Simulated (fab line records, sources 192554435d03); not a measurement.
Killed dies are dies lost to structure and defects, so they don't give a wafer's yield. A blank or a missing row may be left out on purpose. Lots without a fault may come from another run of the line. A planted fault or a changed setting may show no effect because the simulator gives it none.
Which tool did it? | flow n5_finfet | 12 lots, 33 wafers sampled, at 4 steps of a route of 1938

WHAT THE GAUGES READ, wafer by wafer
The record holds no reading of a measuring or inspecting step that can be judged against a usual standard deviation.

WHICH TOOL RAN EACH LOT (tool, then ch and the chambers of the sampled wafers, then the start)
lot  | N5_HKMG_FIN_PWFM_ALD_03             | N5_HKMG_FIN_DESCUM_17             | N5_HKMG_FIN_ALD_91                  | N5_HKMG_FIN_STRIP_69
L314 | ald_metal-04 ch 0,3, day 4 05:35    | rie_diel-01 ch 0,2,3, day 4 06:23 | ald_metal-03 ch 1,2, day 4 07:22    | plasma_asher-01 ch 0,1, day 4 09:08
L315 | ald_metal-02 ch 1,3, day 4 08:01    | rie_diel-01 ch 0,2,3, day 4 08:50 | ald_metal-02 ch 0,3, day 4 09:49    | plasma_asher-01 ch 0,1, day 4 11:46
L316 | ald_metal-04 ch 0,1,2, day 4 15:35  | rie_diel-04 ch 1,2, day 4 16:30   | ald_metal-04 ch 0,3, day 4 17:29    | plasma_asher-01 ch 0,1, day 4 19:15
L317 | ald_metal-02 ch 0,2,3, day 4 20:25  | rie_diel-04 ch 1,2, day 4 21:13   | ald_metal-04 ch 0,1,3, day 4 22:12  | plasma_asher-02 ch 0,1, day 5 00:35
L319 | ald_metal-04 ch 1, day 5 08:16      | rie_diel-04 ch 3, day 5 09:15     | ald_metal-04 ch 1,2, day 5 10:14    | plasma_asher-02 ch 1, day 5 12:00
L320 | ald_metal-04 ch 2,3, day 5 13:23    | rie_diel-01 ch 1,2, day 5 14:19   | ald_metal-02 ch 0,2, day 5 15:17    | plasma_asher-01 ch 1, day 5 17:14
L323 | ald_metal-03 ch 0,2,3, day 6 09:29  | rie_diel-01 ch 0,1,3, day 6 10:17 | ald_metal-04 ch 0,2,3, day 6 11:17  | plasma_asher-01 ch 0,1, day 6 13:03
L325 | ald_metal-02 ch 0,1,3, day 6 19:56  | rie_diel-01 ch 0,1,2, day 6 20:44 | ald_metal-04 ch 0,1,2, day 6 21:43  | plasma_asher-02 ch 0,1, day 6 23:41
L326 | ald_metal-04 ch 0,2, day 7 01:46    | rie_diel-02 ch 0,1, day 7 02:34   | ald_metal-04 ch 1,3, day 7 03:33    | plasma_asher-01 ch 0,1, day 7 05:19
L333 | ald_metal-04 ch 1,2,3, day 8 19:09  | rie_diel-02 ch 0,2, day 8 19:59   | ald_metal-04 ch 0,2,3, day 8 20:58  | plasma_asher-01 ch 0,1, day 8 22:46
L336 | ald_metal-02 ch 0,1, day 9 13:46    | rie_diel-02 ch 1,2, day 9 14:41   | ald_metal-02 ch 0,2,3, day 9 15:40  | plasma_asher-01 ch 0,1, day 9 17:37
L337 | ald_metal-03 ch 0,1,2, day 10 02:09 | rie_diel-01 ch 1,3, day 10 03:15  | ald_metal-03 ch 0,2,3, day 10 04:14 | plasma_asher-02 ch 0,1, day 10 06:02
- N5_HKMG_FIN_PWFM_ALD_03: deposits TiN, target thk 2 nm, pulse time 1 s, purge time 3 s.
- N5_HKMG_FIN_DESCUM_17: chemistry O2, time 7.9 s.
- N5_HKMG_FIN_ALD_91: deposits TiN, target thk 1 nm, pulse time 1 s, purge time 3 s.
- N5_HKMG_FIN_STRIP_69: strips in N2/H2, time 360 s.

WHAT THE TOOLS THEMSELVES READ (means of the sampled wafers that have a number; where no wafer has one, the mark that the record gives instead)
N5_HKMG_FIN_PWFM_ALD_03. Usual: heater_power_w 873 W, standard deviation 98; precursor_pulse_height_rel 0.999, standard deviation 0.02.
lot  | tool         | heater_power_w (W) | precursor_pulse_height_rel | flag
L314 | ald_metal-04 | 802                | 0.995                      |
L315 | ald_metal-02 | 833                | 0.999                      |
L316 | ald_metal-04 | 991                | 0.980                      |
L317 | ald_metal-02 | 807                | 0.997                      |
L319 | ald_metal-04 | 952                | 1.010                      |
L320 | ald_metal-04 | 890                | 1.012                      |
L323 | ald_metal-03 | 862                | 0.989                      |
L325 | ald_metal-02 | 857                | 0.994                      |
L326 | ald_metal-04 | 1006               | 1.022                      |
L333 | ald_metal-04 | 925                | 0.987                      |
L336 | ald_metal-02 | 931                | 0.998                      |
L337 | ald_metal-03 | 841                | 1.005                      |

N5_HKMG_FIN_DESCUM_17. Usual: chamber_pressure_mTorr 20.001 mTorr, standard deviation 0.019; drypump_motor_current_A 5.7 A, standard deviation 0.41; oes_product_au 0.78 a.u., standard deviation 0.049; rf_vpp_V 242.9 V, standard deviation 1.2; showerhead_plenum_p_Torr 2.08 Torr, standard deviation 0.061; throttle_valve_pct 20.42 %, standard deviation 0.19.
lot  | tool        | chamber_pressure_mTorr (mTorr) | drypump_motor_current_A (A) | oes_product_au (a.u.) | rf_vpp_V (V) | showerhead_plenum_p_Torr (Torr) | throttle_valve_pct (%) | flag
L314 | rie_diel-01 | 19.999                         | 5.8                         | 0.81                  | 242.8        | 2.07                            | 20.48                  |
L315 | rie_diel-01 | 19.984                         | 5.7                         | 0.80                  | 242.1        | 2.07                            | 20.49                  |
L316 | rie_diel-04 | 20.011                         | 5.1                         | 0.73                  | 243.8        | 2.13                            | 20.68                  |
L317 | rie_diel-04 | 19.993                         | 5.5                         | 0.78                  | 243.3        | 2.14                            | 20.59                  |
L319 | rie_diel-04 | 20.032                         | 5.7                         | 0.72                  | 244.1        | 2.18                            | 20.34                  |
L320 | rie_diel-01 | 20.002                         | 5.7                         | 0.82                  | 242.1        | 2.08                            | 20.21                  |
L323 | rie_diel-01 | 19.980                         | 5.8                         | 0.78                  | 242.2        | 2.03                            | 20.47                  |
L325 | rie_diel-01 | 19.994                         | 5.9                         | 0.80                  | 242.5        | 2.06                            | 20.36                  |
L326 | rie_diel-02 | 19.998                         | 5.7                         | 0.79                  | 243.2        | 2.04                            | 20.28                  |
L333 | rie_diel-02 | 20.025                         | 6.0                         | 0.78                  | 242.8        | 2.05                            | 20.24                  |
L336 | rie_diel-02 | 19.991                         | 5.4                         | 0.76                  | 243.8        | 2.11                            | 20.28                  |
L337 | rie_diel-01 | 20.003                         | 5.5                         | 0.75                  | 241.7        | 2.02                            | 20.50                  |

N5_HKMG_FIN_ALD_91. Usual: heater_power_w 884 W, standard deviation 100; precursor_pulse_height_rel 0.998, standard deviation 0.021.
lot  | tool         | heater_power_w (W) | precursor_pulse_height_rel | flag
L314 | ald_metal-03 | 818                | 0.999                      |
L315 | ald_metal-02 | 792                | 0.992                      |
L316 | ald_metal-04 | 809                | 1.003                      |
L317 | ald_metal-04 | 891                | 1.012                      |
L319 | ald_metal-04 | 1027               | 1.018                      |
L320 | ald_metal-02 | 838                | 1.002                      |
L323 | ald_metal-04 | 915                | 0.991                      |
L325 | ald_metal-04 | 1002               | 0.987                      |
L326 | ald_metal-04 | 853                | 0.988                      |
L333 | ald_metal-04 | 905                | 0.995                      |
L336 | ald_metal-02 | 808                | 1.007                      |
L337 | ald_metal-03 | 871                | 1.002                      |

N5_HKMG_FIN_STRIP_69. Usual: drypump_motor_current_A 5.8 A, standard deviation 0.33; heater_power_w 454 W, standard deviation 14.
lot  | tool            | drypump_motor_current_A (A) | heater_power_w (W) | flag
L314 | plasma_asher-01 | 5.9                         | 447                |
L315 | plasma_asher-01 | 5.9                         | 457                |
L316 | plasma_asher-01 | 6.0                         | 455                |
L317 | plasma_asher-02 | 5.5                         | 449                |
L319 | plasma_asher-02 | 5.5                         | 444                |
L320 | plasma_asher-01 | 5.7                         | 440                |
L323 | plasma_asher-01 | 6.0                         | 459                |
L325 | plasma_asher-02 | 5.4                         | 455                |
L326 | plasma_asher-01 | 5.9                         | 450                |
L333 | plasma_asher-01 | 5.8                         | 443                |
L336 | plasma_asher-01 | 5.8                         | 445                |
L337 | plasma_asher-02 | 5.4                         | 457                |

THE ANSWER, worked out from the rows above alone
Rule: a lot is off if the mean of its wafers that have a number lies more than 3 standard deviations from the usual mean. A lot without any number at a reading at which 4 lots or more have one is off too. The other lots that the step has rows for count as sound. The gauges are gone through in route order, then the tools' own readings, and for those a lot's mean is taken as printed above. The first step at which some lot is off is used, and at that step the reading that is off furthest; a lot without a number counts as furthest.
No lot is off at any reading shown: from this, nothing can be told.

WHAT THE SIMULATOR HAD PUT IN
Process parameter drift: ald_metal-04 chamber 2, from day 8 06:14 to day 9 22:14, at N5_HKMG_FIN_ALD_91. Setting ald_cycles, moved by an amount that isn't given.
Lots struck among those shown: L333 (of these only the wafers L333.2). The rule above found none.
